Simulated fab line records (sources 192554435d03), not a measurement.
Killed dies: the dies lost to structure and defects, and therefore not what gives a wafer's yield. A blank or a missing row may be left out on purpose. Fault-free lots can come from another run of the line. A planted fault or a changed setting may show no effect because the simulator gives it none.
fab line records + flow n5-finfet
[record]
- lots = 7
- wafers = 19
- last-day = 17
route steps=1938 shown SD_ACTIVATION@334 ILD0@335 PASSIVATION@1936
lots with no fault: from the same line, run without faults
start-h: hours from the record's first day to the start of the lot's first wafer shown + wait-h: hours elapsed since this lot's preceding step + " the same as in the row above + L1.1+2: several wafers, shown together as one row + - no value present, or no start provided + * or withheld: withheld + < > ~ a bound
route shown NAME@n: NAME is a module with steps in the file, n the number in the route of the first one + usual: the fault-free wafers' mean and standard deviation + same: alike in all rows + chamber/n: place in a boat + sites: the reading at each site + _std_site: standard deviation of those values + _edge_site: mean of outer sites minus mean of inner sites + radius-mm: how far each site lies from the wafer's centre + mask NAME#n: copy n + behind: tool/chamber where the wafer was last shaped + hold: why the lot was held/for how many hours/how that ended + device: the n, p or np transistor that did not switch + end of line: the tests these same wafers got at the end of their route + for a step that has no rows: nothing shown but its recipe + killed: at the first sort, the dies lost to defects and structure; wafer yield is something else + map: a wafer's dies, marking killed ones x, the rest . and places with no die _
set.NAME: the setting that was run; set.NAME@STEP: the one run at that earlier step + model.NAME: the simulator's own value behind a step, which no gauge read
a table for each step, a row for each wafer; lots at some steps of the route
services: the hour from which a tool's chamber was out of use, counted from the record's first day as start-h (under 0 if before that day), plus the number of hours and why
[[steps]]
[step N5_SD_ACTIVATION_INSPECT_02]
[recipe]
- inspect-instrument = darkfield
- mode = post-anneal
[usual]
- raw-defect-count = 169/32
| lot.wafer | tool              | chamber | start-h | wait-h | raw-defect-count |
|-----------|-------------------|---------|---------|--------|------------------|
| L551.3    | defect-inspect-01 | -       | 89.00   | 0.1    | 170              |
| L551.4    | "                 | -       | "       | "      | 118              |
| L551.6    | "                 | -       | "       | "      | 164              |
| L552.1    | defect-inspect-01 | -       | 92.72   | 0.2    | 251              |
| L552.2    | "                 | -       | "       | "      | 161              |
| L552.5    | "                 | -       | "       | "      | 178              |
| L560.2    | defect-inspect-01 | -       | 141.94  | 0.1    | 142              |
| L560.3    | "                 | -       | "       | "      | 148              |
| L560.6    | "                 | -       | "       | "      | 169              |
| L562.5    | defect-inspect-01 | -       | 152.99  | 0.1    | 204              |
| L562.6    | "                 | -       | "       | "      | 176              |
| L563.4    | defect-inspect-02 | -       | 160.09  | 0.1    | 214              |
| L563.6    | "                 | -       | "       | "      | 175              |
| L567.1    | defect-inspect-02 | -       | 176.84  | 0.2    | 220              |
| L567.4    | "                 | -       | "       | "      | 208              |
| L567.6    | "                 | -       | "       | "      | 193              |
| L568.2    | defect-inspect-02 | -       | 184.87  | 0.2    | 210              |
| L568.5    | "                 | -       | "       | "      | 180              |
| L568.6    | "                 | -       | "       | "      | 157              |
[step N5_ILD0_LINER_00]
[recipe]
- material = SiNx
- target-thk-a = 40
- temp-c = 400
- ald-precursor-family = SiH2I2
- ald-co-reactant = N2/H2-plasma
- pulse-time-s = 1
- purge-time-s = 2
- co-reactant-purge-time-s = 2
- ald-cycles = 80
- pressure-torr = 2
[usual]
- chamber-pressure-Torr = 1.999/0.0044
- heater-power-w = 859/64
- precursor-pulse-height-rel = 1.001/0.021
[same]
- ald-cycles = 80
- co-reactant-purge-time-s = 2
- pulse-time-s = 1
| lot.wafer | tool       | chamber | start-h | wait-h | chamber-pressure-Torr | heater-power-w | precursor-pulse-height-rel |
|-----------|------------|---------|---------|--------|-----------------------|----------------|----------------------------|
| L551.3    | ald-sin-01 | 2       | 89.04   | 0.0    | 1.993                 | 886            | 1.024                      |
| L551.4    | "          | 3       | "       | "      | 2.001                 | 913            | 1.012                      |
| L551.6    | "          | 1       | "       | "      | 2.004                 | 932            | 1.022                      |
| L552.1    | ald-sin-02 | 1       | 92.81   | 0.1    | 2.003                 | 863            | 1.008                      |
| L552.2    | "          | 0       | "       | "      | 1.999                 | 722            | 1.028                      |
| L552.5    | "          | 2       | "       | "      | 2.001                 | 889            | 1.026                      |
| L560.2    | ald-sin-03 | 1       | 141.98  | 0.0    | 2.006                 | 745            | 0.984                      |
| L560.3    | "          | 3       | "       | "      | 1.992                 | 909            | 0.964                      |
| L560.6    | "          | 2       | "       | "      | 1.998                 | 796            | 0.963                      |
| L562.5    | ald-sin-01 | 1       | 153.22  | 0.2    | 1.999                 | 916            | 1.016                      |
| L562.6    | "          | 2       | "       | "      | 1.997                 | 862            | 0.966                      |
| L563.4    | ald-sin-01 | 1       | 160.12  | 0.0    | 1.997                 | 922            | 1.019                      |
| L563.6    | "          | 3       | "       | "      | 2.001                 | 907            | 0.999                      |
| L567.1    | ald-sin-02 | 2       | 177.12  | 0.3    | 2.003                 | 858            | 1.015                      |
| L567.4    | "          | 3       | "       | "      | 1.996                 | 750            | 0.986                      |
| L567.6    | "          | 2       | "       | "      | 1.999                 | 858            | 0.975                      |
| L568.2    | ald-sin-02 | 3       | 184.90  | 0.0    | 1.996                 | 761            | 0.971                      |
| L568.5    | "          | 3       | "       | "      | 1.996                 | 765            | 1.026                      |
| L568.6    | "          | 0       | "       | "      | 2.005                 | 751            | 0.962                      |
[step N5_ILD0_FCVD_FILL_01]
[recipe]
- material = SiO2_flowable
- target-thk-a = 2000
- temp-c = 100
- pressure-torr = 0.8
- rf-w = 2000
- time-s = 328.3
[step N5_ILD0_CURE_02]
[recipe]
- temp-c = 450
- time-s = 1800
- ambient = steam
- idle-temp-c = 400
- ramp-up-c-per-min = 5
- ramp-down-c-per-min = 3
- densification-p-h2o-torr = 640
[step N5_ILD0_CMP_03]
[recipe]
- stop-on = SiNx
- t-overpolish-s = 1.9
- post-cmp-clean = alkaline-brush
- down-force-psi = 4.1491
- platen-rpm = 51.796
- pad-velocity-m-s = 1.0306
- target-thk-nm = 197.38
[usual]
- motor-current-A = 11.8/0.81
- overpolish-run-s = 1.900/0.0092
- pad-life-wafers = 1022/530
- time-to-endpoint-s = 69.8/2.6
| lot.wafer | tool   | chamber | start-h | wait-h | motor-current-A | overpolish-run-s | pad-life-wafers | time-to-endpoint-s |
|-----------|--------|---------|---------|--------|-----------------|------------------|-----------------|--------------------|
| L551.3    | cmp-04 | 3       | 91.94   | 0.1    | 11.2            | 1.886            | 1027            | 68.2               |
| L551.4    | "      | 0       | "       | "      | 12.2            | 1.900            | 1028            | 73.3               |
| L551.6    | "      | 3       | "       | "      | 11.2            | 1.901            | -               | 68.1               |
| L552.1    | cmp-03 | 2       | 95.22   | 0.1    | 11.8            | 1.911            | 415             | 72.4               |
| L552.2    | "      | 3       | "       | "      | 12.9            | 1.888            | 416             | 69.6               |
| L552.5    | "      | 2       | "       | "      | 11.8            | 1.887            | -               | 71.6               |
| L560.3    | cmp-03 | 2       | 144.96  | 0.0    | 11.0            | 1.907            | 870             | 73.0               |
| L560.2    | "      | 0       | "       | "      | 12.8            | 1.886            | 872             | 66.3               |
| L560.6    | "      | 3       | "       | "      | 12.1            | 1.898            | -               | 71.8               |
| L562.5    | cmp-04 | 1       | 155.54  | 0.2    | 10.7            | 1.885            | -               | 69.2               |
| L562.6    | "      | 2       | "       | "      | 12.9            | 1.902            | -               | 72.6               |
| L563.4    | cmp-04 | 0       | 162.58  | 0.1    | 12.6            | 1.902            | 1688            | 71.6               |
| L563.6    | "      | 2       | "       | "      | 12.6            | 1.911            | -               | 68.9               |
| L567.4    | cmp-03 | 0       | 179.64  | 0.2    | 11.9            | 1.896            | 1148            | 71.3               |
| L567.1    | "      | 1       | "       | "      | 11.6            | 1.884            | 1149            | 71.7               |
| L567.6    | "      | 3       | "       | "      | 13.1            | 1.903            | -               | 67.9               |
| L568.2    | cmp-03 | 0       | 187.40  | 0.2    | 12.6            | 1.911            | 1221            | 68.6               |
| L568.5    | "      | 1       | "       | "      | 11.4            | 1.902            | -               | 67.8               |
| L568.6    | "      | 2       | "       | "      | 11.3            | 1.906            | -               | 70.1               |
[step N5_ILD0_THK_MEAS_04]
[usual]
- thk-nm = 197.6/1
| lot.wafer | tool          | chamber | start-h | wait-h | thk-nm |
|-----------|---------------|---------|---------|--------|--------|
| L551.3    | film-metro-01 | -       | 92.20   | -      | 197.6  |
| L551.4    | "             | -       | "       | "      | 198.8  |
| L551.6    | "             | -       | "       | "      | 198.0  |
| L552.1    | film-metro-02 | -       | 95.47   | -      | 199.7  |
| L552.2    | "             | -       | "       | "      | 199.0  |
| L552.5    | "             | -       | "       | "      | 199.8  |
| L560.2    | film-metro-01 | -       | 145.25  | -      | 198.3  |
| L560.3    | "             | -       | "       | "      | 196.6  |
| L560.6    | "             | -       | "       | "      | 199.0  |
| L562.5    | film-metro-02 | -       | 155.68  | -      | 197.8  |
| L562.6    | "             | -       | "       | "      | 196.8  |
| L563.4    | film-metro-02 | -       | 162.80  | -      | 198.1  |
| L563.6    | "             | -       | "       | "      | 196.1  |
| L567.1    | film-metro-02 | -       | 179.86  | -      | 199.1  |
| L567.4    | "             | -       | "       | "      | 198.7  |
| L567.6    | "             | -       | "       | "      | 198.6  |
| L568.2    | film-metro-01 | -       | 187.58  | -      | 196.2  |
| L568.5    | "             | -       | "       | "      | 198.3  |
| L568.6    | "             | -       | "       | "      | 197.0  |
[step N5_ILD0_CMP_07]
[recipe]
- stop-on = poly-Si
- material = SiO2_flowable
- t-overpolish-s = 1.18
- post-cmp-clean = alkaline-brush
- down-force-psi = 4.1491
- platen-rpm = 51.796
- pad-velocity-m-s = 1.0306
- target-thk-nm = 138.88
[usual]
- motor-current-A = 11.8/0.92
- pad-life-wafers = 1043/600
| lot.wafer | tool   | chamber | start-h | wait-h | motor-current-A | pad-life-wafers |
|-----------|--------|---------|---------|--------|-----------------|-----------------|
| L551.4    | cmp-03 | 3       | 92.23   | 0.0    | 13.3            | 384             |
| L551.3    | "      | 2       | "       | "      | 11.6            | 387             |
| L551.6    | "      | 0       | "       | "      | 12.3            | -               |
| L552.1    | cmp-03 | 2       | 95.50   | 0.0    | 11.5            | 420             |
| L552.2    | "      | 0       | "       | "      | 12.4            | 422             |
| L552.5    | "      | 2       | "       | "      | 11.6            | -               |
| L560.2    | cmp-03 | 3       | 145.49  | 0.2    | 12.9            | 884             |
| L560.3    | "      | 0       | "       | "      | 11.6            | 885             |
| L560.6    | "      | 2       | "       | "      | 11.8            | -               |
| L562.5    | cmp-04 | 2       | 155.86  | 0.2    | 12.4            | -               |
| L562.6    | "      | 3       | "       | "      | 11.1            | -               |
| L563.4    | cmp-03 | 2       | 162.83  | 0.0    | 11.2            | 1014            |
| L563.6    | "      | 2       | "       | "      | 11.3            | -               |
| L567.1    | cmp-03 | 1       | 179.93  | 0.1    | 11.7            | 1153            |
| L567.4    | "      | 2       | "       | "      | 11.3            | 1154            |
| L567.6    | "      | 0       | "       | "      | 12.6            | -               |
| L568.2    | cmp-03 | 0       | 187.61  | 0.0    | 12.8            | 1224            |
| L568.5    | "      | 0       | "       | "      | 11.8            | -               |
| L568.6    | "      | 1       | "       | "      | 10.7            | -               |
[step N5_ILD0_THK_MEAS_08]
[usual]
- thk-nm = 138.9/1.1
| lot.wafer | tool          | chamber | start-h | wait-h | thk-nm |
|-----------|---------------|---------|---------|--------|--------|
| L551.3    | film-metro-01 | -       | 92.53   | -      | 141.6  |
| L551.4    | "             | -       | "       | "      | 141.6  |
| L551.6    | "             | -       | "       | "      | 141.9  |
| L552.1    | film-metro-02 | -       | 95.80   | -      | 138.7  |
| L552.2    | "             | -       | "       | "      | 139.3  |
| L552.5    | "             | -       | "       | "      | 140.1  |
| L560.2    | film-metro-01 | -       | 145.71  | -      | 139.5  |
| L560.3    | "             | -       | "       | "      | 139.0  |
| L560.6    | "             | -       | "       | "      | 140.4  |
| L562.5    | film-metro-02 | -       | 156.01  | -      | 138.7  |
| L562.6    | "             | -       | "       | "      | 137.4  |
| L563.4    | film-metro-01 | -       | 163.12  | -      | 138.3  |
| L563.6    | "             | -       | "       | "      | 139.6  |
| L567.1    | film-metro-02 | -       | 180.19  | -      | 139.5  |
| L567.4    | "             | -       | "       | "      | 138.9  |
| L567.6    | "             | -       | "       | "      | 138.4  |
| L568.2    | film-metro-01 | -       | 187.90  | -      | 138.8  |
| L568.5    | "             | -       | "       | "      | 137.7  |
| L568.6    | "             | -       | "       | "      | 140.0  |
[step N5_ILD0_PRECLEAN_10]
[recipe]
- chemistry = NF3:NH3
- afs-cycles = 5
- time-s = 20
- temp-c = 30
- sublimation-temp-c = 180
- sublimation-time-s = 60
- pressure-torr = 3
- rf-power-w = 30
[step N5_ILD0_ALD_15]
[recipe]
- material = SiNx
- target-thk-a = 240
- temp-c = 400
- ald-precursor-family = SiH2I2
- ald-co-reactant = N2/H2-plasma
- pulse-time-s = 1
- ald-cycles = 480
- purge-time-s = 2
- co-reactant-purge-time-s = 2
- pressure-torr = 2
[usual]
- chamber-pressure-Torr = 2.000/0.0043
- heater-power-w = 846/64
- precursor-pulse-height-rel = 1.002/0.019
[same]
- ald-cycles = 480
- co-reactant-purge-time-s = 2
- pulse-time-s = 1
| lot.wafer | tool       | chamber | start-h | wait-h | chamber-pressure-Torr | heater-power-w | precursor-pulse-height-rel |
|-----------|------------|---------|---------|--------|-----------------------|----------------|----------------------------|
| L551.3    | ald-sin-02 | 2       | 93.24   | 0.4    | 1.997                 | 857            | 1.019                      |
| L551.4    | "          | 1       | "       | "      | 1.991                 | 863            | 1.005                      |
| L551.6    | "          | 0       | 94.33   | 1.1    | 2.001                 | 751            | 1.009                      |
| L552.1    | ald-sin-02 | 3       | 96.63   | 0.7    | 2.002                 | 745            | 0.993                      |
| L552.2    | "          | 2       | "       | "      | 1.993                 | 881            | 0.990                      |
| L552.5    | "          | 1       | 97.72   | 1.3    | 2.000                 | 877            | 1.044                      |
| L560.2    | ald-sin-02 | 0       | 146.42  | 0.5    | 2.003                 | 755            | 1.033                      |
| L560.3    | "          | 1       | "       | "      | 2.003                 | 848            | 0.975                      |
| L560.6    | "          | 0       | 147.51  | 1.1    | 1.999                 | 762            | 0.995                      |
| L562.5    | ald-sin-01 | 0       | 157.81  | 1.2    | 1.997                 | 899            | 1.013                      |
| L562.6    | "          | 1       | "       | "      | 2.004                 | 929            | 0.983                      |
| L563.4    | ald-sin-02 | 1       | 163.91  | 0.2    | 2.005                 | 845            | 1.006                      |
| L563.6    | "          | 3       | 165.00  | 1.1    | 1.995                 | 754            | 1.010                      |
| L567.1    | ald-sin-02 | 1       | 180.93  | 0.6    | 2.006                 | 853            | 1.008                      |
| L567.4    | "          | 2       | "       | "      | 1.996                 | 891            | 0.985                      |
| L567.6    | "          | 2       | 182.01  | 1.1    | 2.002                 | 890            | 1.024                      |
| L568.2    | ald-sin-02 | 0       | 188.93  | 0.8    | 2.001                 | 746            | 1.017                      |
| L568.5    | "          | 3       | 190.02  | 1.5    | 2.006                 | 760            | 0.991                      |
| L568.6    | "          | 2       | "       | "      | 2.001                 | 881            | 0.990                      |
[step N5_ILD0_CMP_12]
[recipe]
- stop-on = poly-Si
- material = SiNx
- t-overpolish-s = 6
- post-cmp-clean = alkaline-brush
- down-force-psi = 2.5
- platen-rpm = 51.8
- pad-velocity-m-s = 1.0307
- target-thk-nm = 17.67
[usual]
- motor-current-A = 8.5/0.69
- overpolish-run-s = 6.000/0.0091
- pad-life-wafers = 876/620
- time-to-endpoint-s = 27.9/2.4
| lot.wafer | tool   | chamber | start-h | wait-h | motor-current-A | overpolish-run-s | pad-life-wafers | time-to-endpoint-s |
|-----------|--------|---------|---------|--------|-----------------|------------------|-----------------|--------------------|
| L551.4    | cmp-04 | 1       | 95.44   | 1.1    | 8.3             | 6.000            | 1056            | 28.9               |
| L551.3    | "      | 2       | "       | "      | 9.9             | 6.007            | 1057            | 28.4               |
| L551.6    | "      | 1       | "       | "      | 8.2             | 6.012            | -               | 28.6               |
| L552.1    | cmp-03 | 3       | 98.96   | 1.2    | 9.5             | 6.012            | 464             | 27.9               |
| L552.2    | "      | 0       | "       | "      | 8.9             | 5.998            | 465             | 30.7               |
| L552.5    | "      | 1       | "       | "      | 8.0             | 6.008            | -               | 29.2               |
| L560.3    | cmp-04 | 1       | 148.63  | 1.1    | 7.6             | 6.012            | 1584            | 24.6               |
| L560.2    | "      | 3       | "       | "      | 7.9             | 6.008            | 1586            | 23.8               |
| L560.6    | "      | 2       | "       | "      | 9.3             | 6.000            | -               | 13.9               |
| L562.6    | cmp-04 | 0       | 159.07  | 0.2    | 9.4             | 6.008            | -               | 16.9               |
| L562.5    | "      | 1       | "       | "      | 8.2             | 6.005            | -               | 26.8               |
| L563.4    | cmp-04 | 2       | 166.15  | 1.2    | 9.5             | 6.007            | 1717            | 26.3               |
| L563.6    | "      | 1       | "       | "      | 8.3             | 5.995            | -               | 13.7               |
| L567.4    | cmp-03 | 0       | 183.13  | 1.1    | 9.0             | 6.001            | 1194            | 29.0               |
| L567.1    | "      | 3       | "       | "      | 9.9             | 6.011            | 1197            | 27.9               |
| L567.6    | "      | 1       | "       | "      | 8.0             | 5.990            | -               | 32.4               |
| L568.2    | cmp-01 | 1       | 191.18  | 1.2    | 9.5             | 5.987            | 589             | 29.7               |
| L568.5    | "      | 0       | "       | "      | 7.8             | 6.015            | -               | 26.9               |
| L568.6    | "      | 1       | "       | "      | 9.0             | 5.989            | -               | 28.7               |
[step N5_ILD0_THK_MEAS_13]
[usual]
- thk-nm = 17.6/1.1
| lot.wafer | tool          | chamber | start-h | wait-h | thk-nm |
|-----------|---------------|---------|---------|--------|--------|
| L551.3    | film-metro-02 | -       | 95.74   | -      | 18.5   |
| L551.4    | "             | -       | "       | "      | 17.8   |
| L551.6    | "             | -       | "       | "      | 16.0   |
| L552.1    | film-metro-02 | -       | 99.18   | -      | 19.1   |
| L552.2    | "             | -       | "       | "      | 18.4   |
| L552.5    | "             | -       | "       | "      | 19.3   |
| L560.2    | film-metro-02 | -       | 148.92  | -      | 15.8   |
| L560.3    | "             | -       | "       | "      | 15.1   |
| L560.6    | "             | -       | "       | "      | 15.5   |
| L562.5    | film-metro-01 | -       | 159.22  | -      | 15.9   |
| L562.6    | "             | -       | "       | "      | 15.7   |
| L563.4    | film-metro-02 | -       | 166.41  | -      | 16.7   |
| L563.6    | "             | -       | "       | "      | 14.3   |
| L567.1    | film-metro-01 | -       | 183.42  | -      | 17.0   |
| L567.4    | "             | -       | "       | "      | 16.8   |
| L567.6    | "             | -       | "       | "      | 17.9   |
| L568.2    | film-metro-02 | -       | 191.44  | -      | 16.9   |
| L568.5    | "             | -       | "       | "      | 16.0   |
| L568.6    | "             | -       | "       | "      | 16.3   |
[step N5_PASSIVATION_PROBE_49]
[usual]
- killed_at_M0_to_M3 = 37/12
- killed_at_M4_up = 14/5.3
- killed-at-contacts = 12/6.2
- killed-at-front-end = 41/11
- killed-at-other = 3.7/2.9
- killed-dies = 107/17
- killed-open = 71/12
- killed-short = 34/7.9
[same]
- gross-dies = 1180
- killed-at-back-side = 0
| lot.wafer | tool      | chamber | start-h | wait-h | killed_at_M0_to_M3 | killed_at_M4_up | killed-at-contacts | killed-at-front-end | killed-at-other | killed-dies | killed-open | killed-short |
|-----------|-----------|---------|---------|--------|--------------------|-----------------|--------------------|---------------------|-----------------|-------------|-------------|--------------|
| L552.1    | prober-01 | -       | 313.20  | 0.0    | 21                 | 11              | 7                  | 48                  | 3               | 90          | 61          | 28           |
| L552.2    | prober-01 | -       | 313.25  | 0.1    | 35                 | 11              | 10                 | 44                  | 3               | 103         | 61          | 41           |
| L552.5    | prober-01 | -       | 313.40  | 0.2    | 29                 | 13              | 13                 | 41                  | 8               | 104         | 69          | 33           |
| L560.2    | prober-01 | -       | 369.50  | 0.5    | 45                 | 20              | 2                  | 39                  | 4               | 110         | 71          | 35           |
| L560.3    | prober-01 | -       | 369.55  | 0.5    | 42                 | 18              | 6                  | 38                  | 4               | 108         | 70          | 33           |
| L560.6    | prober-01 | -       | 369.70  | 0.7    | 30                 | 24              | 5                  | 43                  | 3               | 105         | 65          | 39           |
// killed by level:class
L552.1 DUMMY_GATE:geometric-particle:open=16 STI_FIN_REVEAL:geometric-particle:open=8 MOL_CONTACT_COAG:geometric-particle:open=6 BEOL_M1:geometric-particle:open=6 DUMMY_GATE:geometric-particle:short=5 FIN_SAQP:geometric-particle:open=4 BEOL_M1:geometric-particle:short=4 BEOL_M5:geometric-particle:open=4
L552.2 DUMMY_GATE:geometric-particle:open=11 BEOL_M1:geometric-particle:open=9 GATE_CUT:geometric-particle:short=8 MOL_CONTACT_COAG:geometric-particle:open=8 BEOL_M0_SAQP:geometric-particle:short=7 GATE_CUT:geometric-particle:open=6 BEOL_M3:geometric-particle:open=6 DUMMY_GATE:geometric-particle:short=5
L552.5 DUMMY_GATE:geometric-particle:open=16 MOL_CONTACT_COAG:geometric-particle:open=9 BEOL_M1:geometric-particle:open=8 PASS1_CAP:geometric-particle:open=5 BEOL_M3:geometric-particle:short=5 BEOL_M5:geometric-particle:open=5 GATE_CUT:geometric-particle:short=4 MOL_CONTACT_COAG:geometric-particle:short=4
L560.2 FIN_SAQP:geometric-particle:open=17 BEOL_M0_SAQP:geometric-particle:short=16 BEOL_M0_SAQP:geometric-particle:open=12 BEOL_M4:geometric-particle:open=12 BEOL_M2:geometric-particle:open=8 FIN_SAQP:geometric-particle:short=7 GATE_CUT:geometric-particle:short=4 BEOL_M1:geometric-particle:open=4
L560.3 FIN_SAQP:geometric-particle:open=12 BEOL_M4:geometric-particle:open=10 BEOL_M1:geometric-particle:open=10 BEOL_M0_SAQP:geometric-particle:open=9 FIN_SAQP:geometric-particle:short=8 BEOL_M0_SAQP:geometric-particle:short=7 BEOL_M2:geometric-particle:open=7 STI_FIN_REVEAL:geometric-particle:open=6
L560.6 FIN_SAQP:geometric-particle:short=14 BEOL_M2:geometric-particle:open=11 FIN_SAQP:geometric-particle:open=10 BEOL_M4:geometric-particle:open=9 BEOL_M0_SAQP:geometric-particle:short=8 BEOL_M8:geometric-particle:open=7 STI_FIN_REVEAL:geometric-particle:open=5 MOL_CONTACT_COAG:geometric-particle:open=4
[[services]]
| tool       | chamber | start-h | hours | kind       |
|------------|---------|---------|-------|------------|
| cmp-03     | -       | 66.86   | 2.4   | repair     |
| cmp-04     | -       | 69.29   | 5.7   | pm         |
| ald-sin-03 | -       | 71.17   | 0.7   | repair     |
| cmp-01     | -       | 78.45   | 4.0   | pm         |
| ald-sin-03 | -       | 86.48   | 14.0  | pm         |
| cmp-01     | -       | 93.49   | 24.5  | repair     |
| ald-sin-01 | 2       | 96.95   | 11.7  | repair     |
| ald-sin-02 | -       | 99.08   | 3.6   | repair     |
| ald-sin-03 | -       | 100.48  | 6.1   | pm         |
| cmp-04     | -       | 107.65  | 2.1   | repair     |
| cmp-03     | -       | 112.51  | 3.3   | repair     |
| ald-sin-03 | -       | 115.30  | 6.0   | pm         |
| ald-sin-02 | -       | 119.38  | 2.8   | pm         |
| cmp-01     | -       | 129.78  | 5.0   | pm         |
| cmp-03     | -       | 165.20  | 3.8   | pm         |
| cmp-01     | -       | 174.35  | 9.1   | pm         |
| ald-sin-01 | -       | 177.12  | 14.0  | pm         |
| ald-sin-01 | 0       | 177.12  | 14.0  | vent-cycle |
| ald-sin-01 | 1       | 177.12  | 14.0  | vent-cycle |
| ald-sin-01 | 2       | 177.12  | 14.0  | vent-cycle |
| ald-sin-01 | 3       | 177.12  | 14.0  | vent-cycle |
| ald-sin-01 | 0       | 191.12  | -     | clean      |
| ald-sin-01 | 1       | 191.12  | -     | clean      |
| ald-sin-01 | 2       | 191.12  | -     | clean      |
[[key]]
[first-sign]
- step = N5_ILD0_CMP_12
- reading = time-to-endpoint-s
- direction = down
- sigmas = 5.5
- usual = *
- struck = *
[effect]
- step = N5_ILD0_THK_MEAS_13
- reading = thk-nm
- direction = down
- sigmas = 2.3
- usual = *
- struck = *
met-at N5_ILD0_CMP_12
struck-wafers L560.6,L562.6,L563.6
tester-left-out L560,L562,L563
onset-between 95.44 148.63
[fault]
- kind = process-parameter-drift
- tool = cmp-04
- chamber = -
- onset-h = 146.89
- steps = N5_ILD0_CMP_12
- channel = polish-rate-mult
- offset = 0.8
- shape = step
- end-h = 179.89
- scope = struck-wafers-only
// tester-left-out: of these lots the tester's yield and bins aren't shown, on N5 and GAA mostly nor the transistor test; their killed dies are dies lost to structure and defects alone, not to doping, threshold or leakage, so they don't give the yield
